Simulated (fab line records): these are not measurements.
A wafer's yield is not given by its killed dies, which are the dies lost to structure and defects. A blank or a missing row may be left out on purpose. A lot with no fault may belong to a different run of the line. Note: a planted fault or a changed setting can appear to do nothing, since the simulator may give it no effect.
Matching of chambers ; flow nandHarc ; aldHk-04 running NHARC_A_WL_FILL_ALD_10: 4 sister chambers
The step deposits SiO2, target thk 50 nm, pulse time 10 s, ald cycles 500. 8 wafers are shown with their chamber, then 12 later ones without.

## EACH WAFER AND ITS CHAMBER
wafer;chamber;heaterPowerW (W);precursorPulseHeightRel
L084.5;0;426;0.980
L084.6;1;417;0.969
L087.2;1;422;1.002
L087.4;2;381;1.008
L087.6;3;522;1.038
L088.2;0;421;1.005
L088.3;2;379;1.053
L088.4;3;511;1.004

## WAFERS WHOSE CHAMBER IS MISSING
wafer;heaterPowerW (W);precursorPulseHeightRel
L090.4;412;0.970
L090.5;409;1.001
L090.6;409;0.938
L093.4;406;0.996
L093.2;420;1.020
L093.5;401;1.007
L095.4;403;1.002
L095.5;414;0.986
L095.6;544;0.990
L097.2;401;0.971
L097.1;421;1.006
L097.5;397;0.985

## CHAMBER TAKEN BY EACH
wafer;from the rows above;in truth
L090.4;can't be placed: 1 or 0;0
L090.5;can't be placed: 1 or 0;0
L090.6;can't be placed: 1 or 0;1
L093.4;can't be placed: 1 or 0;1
L093.2;can't be placed: 0 or 1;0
L093.5;can't be placed: 1 or 2 or 0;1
L095.4;can't be placed: 1 or 0 or 2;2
L095.5;can't be placed: 1 or 0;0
L095.6;3;3
L097.2;can't be placed: 1 or 0 or 2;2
L097.1;can't be placed: 0 or 1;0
L097.5;can't be placed: 2 or 1 or 0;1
Correctly placed: 1 of 12. Unplaceable from these rows: 11, with the true chamber sitting among the candidates in 11. Number placed wrongly: 0.
How it was worked out, from the rows above alone: a wafer's distance from a chamber is the root of the sum, over the readings, of the square of ((its reading less the chamber's mean) divided by the reading's scatter). If the next closest chamber is less than 2 further off than the closest, the wafer can't be placed; otherwise it belongs to the closest. Each chamber's mean is taken over the wafers shown for it. The scatter is the square root of a quotient: the sum, over the shown wafers, of each reading's squared deviation from its chamber's mean, divided by wafers minus chambers.
